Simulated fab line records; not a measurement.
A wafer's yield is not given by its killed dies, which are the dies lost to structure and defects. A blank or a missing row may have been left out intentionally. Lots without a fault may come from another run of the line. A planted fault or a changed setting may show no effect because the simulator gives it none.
fab line records	flow n5Finfet
[record] lots = 5	wafers = 15	lastDay = 18
route steps=1938 shown BEOL_M2@869 PASSIVATION@1936
lots with no fault: from the same line, run without faults
startH: the number of hours between the record's first day and the start of the first shown wafer of the lot	waitH: hours since the lot's step before	" repeats the value in the row above	L1.1+2: one row covering several wafers at once	- value missing, or start not given	* or withheld: withheld	< > ~ a bound
route shown NAME@n: a module of which the file shows steps, and the number in the route of the first	usual: mean/standard deviation taken from wafers without a fault	same: alike in all rows	chamber/n: place in a boat	sites: readings site by site	_std_site: standard deviation of those values	_edge_site: mean of outer sites minus mean of inner sites	radiusMm: for every site, how far away it sits from the centre of the wafer	mask NAME#n: copy n	behind: tool/chamber where the wafer was last shaped	hold: the reason the lot was held/the length of the hold in hours/how it ended	device: the transistor (n, p or np) that didn't switch	end of line: the same wafers' tests at the end of the route	for a step that has no rows: nothing shown but its recipe	killed: count of dies lost to structure and defects at first sort (not the wafer's yield)	map: shows each die of a wafer: x if killed, . if not, _ if none is there
set.NAME: the setting that was run; set.NAME@STEP: the one run at that earlier step	model.NAME: the simulator's own value behind a step, which no gauge read
a table for each step, a row for each wafer; lots at some steps of the route
services: from which hour (startH, from the record's first day; less than 0 if before it) a tool's chamber was out of use, for how many hours, and why
[[steps]]
[step N5_BEOL_M2_COAT_76]
[recipe] resist = underlayer	tempC = 205	timeS = 60	spinRpm = 1500	resistThkNm = 5
[step N5_BEOL_M2_COAT_22]
[recipe] resist = CAR-EUV	spinRpm = 1500	resistThkNm = 30
[step N5_BEOL_M2_EBR_24]
[recipe] solvent = PGMEA	ebrWidthMm = 1.5
[step N5_BEOL_M2_SOFTBAKE_23]
[recipe] tempC = 110	timeS = 60	resist = CAR-EUV
[step N5_BEOL_M2_EXPOSE_25]
[recipe] maskId = V1	na = 0.33	sourceShape = quasar	sigmaInner = 0.2	sigmaOuter = 0.8	polarization = unpolarized	defocusNm = 5	doseMj = 63
[step N5_BEOL_M2_PEB_26]
[recipe] pebTempC = 100	pebTimeS = 60	resist = CAR-EUV
[step N5_BEOL_M2_DEVELOP_27]
[recipe] developTimeS = 30	developer = TMAH	resist = CAR-EUV	rinseLiquid = surfactantRinse	dry = airSpin	devTempC = 23
[step N5_BEOL_M2_CD_MEAS_28]
[recipe] targetCdNm = 26.2	landingEnergyEv = 500	detector = seInlens	targetCdYNm = 24.1	polarity = opening
[usual] cdNm = 26.29/0.23
lot.wafer	tool	chamber	startH	waitH	cdNm
L873.1	cdSem-01	0	144.90	-	26.45
L873.2	"	0	"	"	26.30
L873.6	"	0	"	"	26.79
L879.1	cdSem-02	0	171.32	-	26.50
L879.3	"	0	"	"	26.80
L879.6	"	0	"	"	26.19
L878.3	cdSem-01	0	182.40	-	26.53
L878.5	"	0	"	"	25.96
L878.6	"	0	"	"	26.43
L886.2	cdSem-01	0	225.22	-	26.12
L886.3	"	0	"	"	26.24
L886.6	"	0	"	"	26.35
L895.2	cdSem-03	0	276.19	-	26.40
L895.3	"	0	"	"	26.18
L895.6	"	0	"	"	26.69
[step N5_BEOL_M2_OVL_MEAS_29]
[recipe] pointsPerWafer = 522
[usual] V1_OVL = -0.5/0.67
lot.wafer	tool	chamber	startH	waitH	V1_OVL[nm]
L873.1	overlay-01	0	144.93	0.0	-0.6
L873.2	"	0	"	"	0.3
L873.6	"	0	"	"	-0.3
L879.1	overlay-02	0	171.35	0.0	-0.9
L879.3	"	0	"	"	-1.1
L879.6	"	0	"	"	-0.5
L878.3	overlay-02	0	182.44	0.0	-0.1
L878.5	"	0	"	"	-0.5
L878.6	"	0	"	"	-0.9
L886.2	overlay-01	0	225.26	0.0	-0.9
L886.3	"	0	"	"	-0.4
L886.6	"	0	"	"	-1.0
L895.2	overlay-02	0	276.23	0.0	0.0
L895.3	"	0	"	"	-0.2
L895.6	"	0	"	"	0.4
[step N5_BEOL_M2_INSPECT_30]
[recipe] mode = adi	inspectInstrument = brightfield
[usual] rawDefectCount = 405/84
lot.wafer	tool	chamber	startH	waitH	rawDefectCount
L873.1	defectInspect-02	-	144.99	0.1	444
L873.2	"	-	"	"	491
L873.6	"	-	"	"	383
L879.1	defectInspect-02	-	171.41	0.1	572
L879.3	"	-	"	"	386
L879.6	"	-	"	"	430
L878.3	defectInspect-02	-	182.48	0.0	412
L878.5	"	-	"	"	348
L878.6	"	-	"	"	368
L886.2	defectInspect-01	-	225.31	0.0	378
L886.3	"	-	"	"	294
L886.6	"	-	"	"	328
L895.2	defectInspect-02	-	276.28	0.0	342
L895.3	"	-	"	"	305
L895.6	"	-	"	"	459
[step N5_BEOL_M2_DESCUM_33]
[recipe] chemistry = O2	timeS = 7	sourcePowerW = 50	biasPowerW = 20	pressureMtorr = 20	rfFrequencyHz = 2.712e+07	tempC = 40	resist = CAR-EUV	o2FlowSccm = 225
[step N5_BEOL_M2_ETCH_77]
[recipe] chemistry = N2/H2	target = underlayer	targetDepthA = 65	maskMaterial = CAR-EUV	timeS = 5.2	ionEnergyEv = 200	pressureMtorr = 30	sourceW = 840	biasW = 150	n2FlowSccm = 200	h2FlowSccm = 200	ends = cleared
[step N5_BEOL_M2_ETCH_69]
[recipe] chemistry = CF4	target = SiARC	targetDepthA = 156	maskMaterial = CAR-EUV	timeS = 26	ionEnergyEv = 80	pressureMtorr = 40	sourceW = 545	biasW = 36	Ar_flow_sccm = 100	cf4FlowSccm = 100	ends = cleared
[usual] drypumpMotorCurrentA = 5.6/0.43	etchRfOnTimeS = 26.1/0.44	mfcArSccm = 100.05/0.29	oesProductAu = 0.69/0.068	rfVppV = 184.0/1.1	showerheadPlenumPTorr = 2.15/0.064	throttleValvePct = 15.50/0.19
lot.wafer	tool	chamber	startH	waitH	drypumpMotorCurrentA	etchRfOnTimeS	mfcArSccm	oesProductAu	rfHoursCounterH	rfVppV	showerheadPlenumPTorr	throttleValvePct
L873.1	rieDiel-04	2	145.07	0.0	5.7	24.9	99.67	0.66	163	185.6	2.23	15.77
L873.2	"	3	"	"	5.0	25.2	99.90	0.82	23	185.1	2.27	15.24
L873.6	"	3	"	"	5.0	25.4	99.73	0.80	-	185.9	2.27	15.20
L879.1	rieDiel-04	2	171.50	0.0	5.7	25.1	99.85	0.65	176	185.6	2.23	15.79
L879.3	"	0	"	"	5.9	26.2	99.52	0.64	171	183.6	2.13	15.51
L879.6	"	2	"	"	5.7	25.4	99.85	0.64	-	185.3	2.23	15.78
L878.3	rieDiel-04	2	182.57	0.0	5.7	25.4	99.98	0.64	179	184.7	2.23	15.80
L878.5	"	1	"	"	5.4	26.2	99.87	0.80	-	183.7	2.09	15.03
L878.6	"	0	"	"	5.9	26.1	99.55	0.64	-	181.8	2.13	15.53
L886.2	rieDiel-05	1	225.40	0.0	5.4	25.5	99.62	0.80	13	183.8	2.11	15.47
L886.3	"	3	"	"	5.7	26.8	100.07	0.59	222	182.7	2.12	15.62
L886.6	"	0	"	"	5.5	26.1	99.95	0.72	-	184.6	2.25	15.50
L895.2	rieDiel-02	2	276.37	0.0	6.6	26.2	99.93	0.62	188	183.3	2.04	15.56
L895.3	"	1	"	"	5.4	25.6	99.92	0.74	36	183.6	2.18	15.59
L895.6	"	3	"	"	5.5	26.2	100.27	0.72	-	183.2	2.10	15.69
[step N5_BEOL_M2_ALD_98]
[recipe] material = SiO2	targetThkA = 25	tempC = 100	aldPrecursorFamily = BDEAS	aldCoReactant = O2-plasma	pulseTimeS = 1	coReactantPulseTimeS = 1	purgeTimeS = 2	coReactantPurgeTimeS = 2	aldCycles = 17	pressureTorr = 2
[step N5_BEOL_M2_ETCHBACK_99]
[recipe] chemistry = CHF3	target = SiO2	targetDepthA = 50	timeS = 10.4	sourceW = 215	biasW = 47	Ar_flow_sccm = 200	CHF3_flow_sccm = 12	ionEnergyEv = 100	pressureMtorr = 30
[step N5_BEOL_M2_ETCH_70]
[recipe] chemistry = N2/H2	target = SOC	targetDepthA = 800	overetchA = 240	maskMaterial = SiARC	tempC = 40	timeS = 130	ionEnergyEv = 200	pressureMtorr = 30	sourceW = 840	biasW = 150	n2FlowSccm = 200	h2FlowSccm = 200
[step N5_BEOL_M2_STRIP_71]
[recipe] chemistry = N2/H2	tempC = 40	n2FlowSccm = 200	h2FlowSccm = 200	rfFrequencyHz = 6e+07
[step N5_BEOL_M2_STRIP_78]
[recipe] chemistry = N2/H2	tempC = 40	n2FlowSccm = 200	h2FlowSccm = 200	rfFrequencyHz = 6e+07
[step N5_BEOL_M2_VIA_ETCH_34]
[recipe] chemistry = C4F6/O2	targetDepthA = 694	maskMaterial = SOC	pressureMtorr = 15	ionEnergyEv = 250	taperDeg = 4	timeS = 65.9	sourceW = 350	biasW = 170	Ar_flow_sccm = 300	C4F6_flow_sccm = 10	O2_flow_sccm = 10
[step N5_BEOL_M2_STRIP_83]
[recipe] chemistry = C4F6/O2	resist = SiARC	rfFrequencyHz = 6e+07
[step N5_BEOL_M2_STRIP_36]
[recipe] chemistry = N2/H2	powerW = 450	tempC = 40	pressureMtorr = 20	rfFrequencyHz = 6e+07	overashFraction = 0.3	biasPowerW = 7	h2Frac = 0.5	n2FlowSccm = 200	h2FlowSccm = 200
[step N5_BEOL_M2_TRENCH_ETCH_37]
[recipe] chemistry = C4F6/O2	targetDepthA = 555.55	target = SiOC	timeS = 29.2	ionEnergyEv = 250	pressureMtorr = 30	sourceW = 355	biasW = 185	Ar_flow_sccm = 300	C4F6_flow_sccm = 10	O2_flow_sccm = 10
[usual] drypumpMotorCurrentA = 5.6/0.41	mfcArSccm = 299.9/0.91	oesProductAu = 0.80/0.078	rfVppV = 662/12	showerheadPlenumPTorr = 2.87/0.093	throttleValvePct = 20.74/0.22
[same] timeS = 29.2
lot.wafer	tool	chamber	startH	waitH	drypumpMotorCurrentA	mfcArSccm	oesProductAu	rfHoursCounterH	rfVppV	showerheadPlenumPTorr	throttleValvePct
L873.1	rieDiel-04	2	-	-	5.7	300.7	0.75	166	646	2.97	21.08
L873.2	"	0	"	"	5.9	300.8	0.76	162	666	2.84	20.67
L873.6	"	2	"	"	5.7	299.8	0.75	-	646	2.97	21.09
L879.1	rieDiel-04	0	-	-	5.9	301.2	0.76	174	667	2.83	20.69
L879.3	"	2	"	"	5.7	300.0	0.73	178	647	2.96	21.09
L879.6	"	3	"	"	5.0	299.5	0.90	-	667	3.03	20.65
L878.3	rieDiel-05	2	-	-	5.8	300.4	0.70	198	656	2.94	20.46
L878.5	"	3	"	"	5.7	302.2	0.71	-	686	2.82	20.74
L878.6	"	0	"	"	5.6	300.1	0.86	-	667	2.97	20.55
L886.2	rieDiel-04	3	-	-	5.0	298.7	0.87	54	667	3.02	20.68
L886.3	"	1	"	"	5.4	298.1	0.88	22	654	2.78	20.34
L886.6	"	1	"	"	5.4	300.6	0.89	-	654	2.78	20.34
L895.2	rieDiel-04	2	-	-	5.7	299.2	0.72	211	645	2.95	21.15
L895.3	"	3	"	"	5.0	300.3	0.86	73	666	3.01	20.70
L895.6	"	2	"	"	5.7	300.1	0.72	-	644	2.95	21.15
[step N5_BEOL_M2_ETCH_41]
[recipe] chemistry = CH3F/O2	target = SiCN	targetDepthA = 299	taperDeg = 2	timeS = 52.5	ionEnergyEv = 120	maskMaterial = TiN	pressureMtorr = 30	sourceW = 395	biasW = 75	Ar_flow_sccm = 150	CH3F_flow_sccm = 30	O2_flow_sccm = 20
[step N5_BEOL_M2_STRIP_97]
[recipe] chemistry = N2/H2	timeS = 10	powerW = 450	tempC = 40	pressureMtorr = 20	rfFrequencyHz = 6e+07	biasPowerW = 7	n2FlowSccm = 200	h2FlowSccm = 200
[usual] drypumpMotorCurrentA = 5.6/0.41	oesProductAu = 0.80/0.077	rfVppV = 59.3/0.87	showerheadPlenumPTorr = 2.56/0.086	throttleValvePct = 23.58/0.28
[same] timeS = 10
lot.wafer	tool	chamber	startH	waitH	drypumpMotorCurrentA	oesProductAu	rfHoursCounterH	rfVppV	showerheadPlenumPTorr	throttleValvePct
L873.1	rieDiel-04	2	-	-	5.7	0.75	166	58.9	2.64	24.05
L873.2	"	0	"	"	5.9	0.77	162	58.3	2.54	23.42
L873.6	"	2	"	"	5.7	0.75	-	59.6	2.63	24.05
L879.1	rieDiel-04	0	-	-	5.9	0.77	174	58.9	2.54	23.42
L879.3	"	2	"	"	5.7	0.73	178	60.5	2.63	24.05
L879.6	"	3	"	"	5.0	0.89	-	59.6	2.70	23.59
L878.3	rieDiel-05	2	-	-	5.8	0.71	198	58.3	2.62	22.94
L878.5	"	3	"	"	5.7	0.70	-	58.0	2.49	23.22
L878.6	"	0	"	"	5.6	0.85	-	59.0	2.70	23.67
L886.2	rieDiel-04	3	-	-	5.0	0.87	54	59.7	2.69	23.61
L886.3	"	1	"	"	5.4	0.89	22	60.3	2.51	23.53
L886.6	"	1	"	"	5.4	0.90	-	59.6	2.51	23.53
L895.2	rieDiel-04	2	-	-	5.7	0.71	211	60.2	2.62	24.11
L895.3	"	3	"	"	5.0	0.84	73	57.5	2.68	23.62
L895.6	"	2	"	"	5.7	0.71	-	59.1	2.62	24.10
[step N5_BEOL_M2_OCD_MEAS_38]
[usual] trenchDepthNm = 55.3/0.75
lot.wafer	tool	chamber	startH	waitH	trenchDepthNm
L873.1	ocd-01	-	151.34	-	55.8
L873.2	"	-	"	"	55.1
L873.6	"	-	"	"	55.5
L879.1	ocd-02	-	180.11	-	55.3
L879.3	"	-	"	"	55.4
L879.6	"	-	"	"	56.8
L878.3	ocd-02	-	183.51	-	55.3
L878.5	"	-	"	"	55.3
L878.6	"	-	"	"	55.8
L886.2	ocd-01	-	231.58	-	55.7
L886.3	"	-	"	"	54.9
L886.6	"	-	"	"	55.1
L895.2	ocd-01	-	278.62	-	56.4
L895.3	"	-	"	"	56.6
L895.6	"	-	"	"	55.8
[step N5_BEOL_M2_HM_STRIP_39]
[recipe] chemistry = peroxideTinStrip	material = TiN	targetDepthA = 250	tempC = 50	timeS = 158
[step N5_BEOL_M2_SRD_40]
[recipe] timeS = 30	tempC = 23	rinseLiquid = diw	dry = ipaMarangoni
[step N5_BEOL_M2_PRECLEAN_42]
[recipe] chemistry = residueRemover	timeS = 60	tempC = 40
[step N5_BEOL_M2_SRD_43]
[recipe] timeS = 30	tempC = 23	rinseLiquid = diw	dry = ipaMarangoni
[step N5_BEOL_M2_CD_MEAS_35]
[recipe] targetCdNm = 18	targetCdYNm = 22.2	polarity = opening
[usual] cdNm = 18.0/0.36
lot.wafer	tool	chamber	startH	waitH	cdNm
L873.1	cdSem-01	-	151.49	0.0	17.8
L873.2	"	-	"	"	18.3
L873.6	"	-	"	"	18.6
L879.1	cdSem-02	-	180.27	0.0	17.9
L879.3	"	-	"	"	18.6
L879.6	"	-	"	"	17.7
L878.3	cdSem-01	-	183.66	0.0	18.2
L878.5	"	-	"	"	17.3
L878.6	"	-	"	"	18.2
L886.2	cdSem-03	-	231.73	0.0	16.9
L886.3	"	-	"	"	18.5
L886.6	"	-	"	"	17.8
L895.2	cdSem-02	-	278.77	0.0	18.4
L895.3	"	-	"	"	17.1
L895.6	"	-	"	"	17.7
[step N5_BEOL_M2_DEGAS_44]
[recipe] ambient = vacuum	tempC = 250	timeS = 60
[step N5_BEOL_M2_PRE_CLEAN_45]
[recipe] gas = H2/He	timeS = 30	tempC = 250
[usual] heaterPowerW = 330/23
[same] timeS = 30
lot.wafer	tool	chamber	startH	waitH	heaterPowerW
L873.1	pvdSputter-02	-	151.79	0.0	348
L873.2	"	-	"	"	301
L873.6	"	-	"	"	302
L879.1	pvdSputter-02	-	180.69	0.0	312
L879.3	"	-	"	"	324
L879.6	"	-	"	"	295
L878.3	pvdSputter-01	-	183.74	0.0	310
L878.5	"	-	"	"	329
L878.6	"	-	"	"	316
L886.2	pvdSputter-01	-	233.66	0.0	313
L886.3	"	-	"	"	354
L886.6	"	-	"	"	315
L895.2	pvdSputter-02	-	278.97	0.0	315
L895.3	"	-	"	"	325
L895.6	"	-	"	"	306
[step N5_BEOL_M2_ALD_84]
[recipe] material = TaN	targetThkA = *	tempC = 275	aldPrecursorFamily = PDMAT	aldCoReactant = NH3	pressureTorr = 3	carrierFlowSccm = 1500	pulseTimeS = 2	purgeTimeS = 3	coReactantPurgeTimeS = 2	coReactantPulseTimeS = 3	aldCycles = 30	precursorVesselTempC = 75	precursorVesselPressureTorr = 26.25	precursorVesselCarrierSccm = 1000
[step N5_BEOL_M2_SURFACE_TREAT_85]
[recipe] gas = Ar	timeS = *	ionEnergyEv = *	ionCurrentMaCm2 = 0.5	pressureMtorr = *	arFlowSccm = 30
[step N5_BEOL_M2_CVD_47]
[recipe] material = Co	targetThkA = 30	tempC = withheld	precursor = CCTBA/H2	pressureTorr = 30	timeS = 223.8
[step N5_BEOL_M2_SPUTTER_48]
[recipe] material = Cu	targetThkA = 45	tempC = -20	chamberPressurePa = 0.07	powerW = withheld	timeS = 8.29
[step N5_BEOL_M2_ANNEAL_49]
[recipe] tempC = 400	timeS = 240	ambient = vacuum
[step N5_BEOL_M2_SPUTTER_79]
[recipe] material = Cu	targetThkA = 45	tempC = -20	chamberPressurePa = 0.07	powerW = withheld	timeS = 8.29
[usual] throttleValvePct = 29.3/1.1
[same] timeS = 8.29
lot.wafer	tool	chamber	startH	waitH	throttleValvePct
L873.1	pvdSputter-03	-	152.65	0.1	30.8
L873.2	"	-	"	"	28.7
L873.6	"	-	"	"	28.5
L879.1	pvdSputter-03	-	181.48	0.1	28.3
L879.3	"	-	"	"	30.8
L879.6	"	-	"	"	28.7
L878.3	pvdSputter-03	-	186.00	0.1	28.8
L878.5	"	-	"	"	30.8
L878.6	"	-	"	"	29.1
L886.2	pvdSputter-02	-	234.78	0.1	30.2
L886.3	"	-	"	"	29.2
L886.6	"	-	"	"	30.1
L895.2	pvdSputter-01	-	279.81	0.1	29.1
L895.3	"	-	"	"	30.5
L895.6	"	-	"	"	27.9
[step N5_BEOL_M2_ANNEAL_80]
[recipe] tempC = 400	timeS = 240	ambient = vacuum
[step N5_BEOL_M2_SPUTTER_81]
[recipe] material = Cu	targetThkA = 45	tempC = -20	chamberPressurePa = 0.07	powerW = withheld	timeS = 8.29
[step N5_BEOL_M2_ANNEAL_82]
[recipe] tempC = 400	timeS = 240	ambient = vacuum
[step N5_BEOL_M2_SPUTTER_86]
[recipe] material = Cu	targetThkA = 45	tempC = -20	chamberPressurePa = 0.07	powerW = withheld	timeS = 8.29
[usual] throttleValvePct = 29.3/1.1
[same] timeS = 8.29
lot.wafer	tool	chamber	startH	waitH	throttleValvePct
L873.1	pvdSputter-03	-	153.09	0.1	30.9
L873.2	"	-	"	"	28.8
L873.6	"	-	"	"	28.8
L879.1	pvdSputter-03	-	181.92	0.1	28.9
L879.3	"	-	"	"	30.6
L879.6	"	-	"	"	28.7
L878.3	pvdSputter-03	-	186.44	0.1	28.9
L878.5	"	-	"	"	31.1
L878.6	"	-	"	"	28.6
L886.2	pvdSputter-02	-	235.22	0.1	30.1
L886.3	"	-	"	"	29.3
L886.6	"	-	"	"	30.4
L895.2	pvdSputter-01	-	280.25	0.1	29.0
L895.3	"	-	"	"	30.4
L895.6	"	-	"	"	27.6
[step N5_PASSIVATION_PROBE_49]
[usual] defectLimitedYield = 91.0/1.5	killed_at_M0_to_M3 = 34/9.1	killed_at_M4_up = 14/5.7	killedAtContacts = 13/5.7	killedAtFrontEnd = 42/12	killedAtOther = 4/3.4	killedDies = 106/17	killedOpen = 70/13	killedShort = 34/7.5	sort_bin_5_function = 5.2/0.94	sort_bin_6_memory = 3.4/0.69	sortNPass = 1074/17	sortYieldPct = 91.0/1.5
[same] grossDies = 1180	killedAtBackSide = 0	sort_bin_4_leakage[%] = 0	sort_bin_8_speed[%] = 0
lot.wafer	tool	chamber	startH	waitH	defectLimitedYield[%]	killed_at_M0_to_M3	killed_at_M4_up	killedAtContacts	killedAtFrontEnd	killedAtOther	killedDies	killedOpen	killedShort	sort_bin_5_function[%]	sort_bin_6_memory[%]	sortNPass	sortYieldPct[%]
L878.6	prober-01	-	323.14	0.3	81.0	159	9	10	42	4	224	52	38	11.4	5.2	956	81.0
// killed by level:class
L878.6 BEOL_M2:unspecified=132 BEOL_M2:geometricParticle:open=10 STI_FIN_REVEAL:geometricParticle:open=9 GATE_CUT:geometricParticle:short=8 MOL_CONTACT_COAG:geometricParticle:open=7 BEOL_M1:geometricParticle:short=6 STARTING-WAFER:geometricParticle:short=6 FIN_SAQP:geometricParticle:open=5
// map L878.6 (x killed, . not)
_________________............________________
______________.................._____________
___________...............x......x.__________
__________.........................._________
________.......................x.....x_______
_______................................______
______......x.....x....................._____
_____.........x....x..............x......____
____.....x..................x..x........x.___
___.x.........................x..x...x.....__
___......x..........xx..x......x.xxxx..x...__
__...........................xxxxxx..x.xx..x_
__..........x...............xxxxxxxxxx..x..._
_..............x........x....xxxxxxxxxxxxx...
_....................x.......xxxxxxxxxxx.....
_......x..x.x......x..x.....xxxxxxxxxxxxx....
_........x..x............xx.xxxxxxxxxxxxxxx.x
_........x....x....x.........xxxxxxxxxxxx...x
_.x....x....................xxxxxxxxxxxx.....
_..........................x.xxxxxxxxxxxxxx..
_.........x..................xx..xxxxxxxxxx.x
__.xx.......x.......x.x............xxxx....x_
__.........x...x...................xxx......_
___..........x..xx...x.....xx..x..x...x....__
___...xx........x.x........................__
____......x.x....x........................___
_____...x....x...x......x....xxx.........____
______..............x.x.........x......._____
_______.............x...x..x...........______
________.............x.....x.........._______
__________.........................._________
___________........x..x............__________
______________.x..........x....._____________
_________________...........x________________
// map L873.6 (x killed, . not)
_________________........x...________________
______________....x.x..........._____________
___________.x.xx....x....x.x.......__________
__________x.x......................x_________
________.............x.........xx....._______
_______............................x.x.______
______.x...........x.........x......x..._____
_____....................x...............____
____.................x....................___
___..x......x....x...x.....x............x..__
___...x.................x....x....x........__
__................................x..x...x.._
__...x......x..x..x.x...........x....x......_
_..............x....x.....xxx.......x.......x
_.....................................x......
_............x...x......................x....
_............x......x.......x..........x..x..
_.......................xx...x...............
_......................x..........x....xx....
_.x...................x.............x.x....x.
_.........xx........x.....x..x......x........
__.........xx.........x..x.................._
__.....x....x.........x....x........xx......_
___..x.......x............x................__
___........x...........x.................x.__
____.x.xx.x.......x............x..xx......___
_____.......xx............x..............____
______x..........x....................x._____
_______.........x......................______
________x..x...........x..........x..._______
__________.x............x.........x._________
___________..x..........x.x........__________
______________..........x..x...._____________
_________________............________________
[[services]]
tool	chamber	startH	hours	kind
rieDiel-02	2	123.38	3.3	repair
rieDiel-02	3	124.20	18.9	repair
rieDiel-05	2	127.78	5.4	repair
rieDiel-04	0	133.20	5.6	repair
rieDiel-02	1	143.12	-	clean
rieDiel-02	1	143.12	-	consumableReplace:focusRing
rieDiel-02	1	143.12	20.1	scheduledDown
rieDiel-02	1	143.12	20.1	ventCycle
rieDiel-04	1	144.24	-	clean
rieDiel-04	1	144.24	-	consumableReplace:focusRing
rieDiel-05	1	153.82	-	clean
rieDiel-05	1	153.82	-	consumableReplace:focusRing
rieDiel-05	1	153.82	20.4	scheduledDown
rieDiel-05	1	153.82	20.4	ventCycle
rieDiel-05	3	207.52	3.0	repair
rieDiel-04	2	266.00	8.9	repair
[[key]]
[firstSign] step = N5_PASSIVATION_PROBE_49	reading = killed_at_M0_to_M3	direction = up	sigmas = 14	usual = 34	struck = 159
[effect] step = N5_PASSIVATION_PROBE_49	reading = defectLimitedYield	direction = down	sigmas = 6.8	usual = 91.0	struck = 81.0
[moreKillsBornAt] N5_BEOL_M2_ETCH_69@rieDiel-04 = 132
metAt N5_BEOL_M2_ETCH_69
struckWafers L878.6
onsetBetween 171.50 182.57
[fault] kind = chamberParticleSource	tool = rieDiel-04	chamber = 0	onsetH = 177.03	steps = N5_BEOL_M2_ETCH_69	ratePerVisitCm2 = 0.9776	endH = 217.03
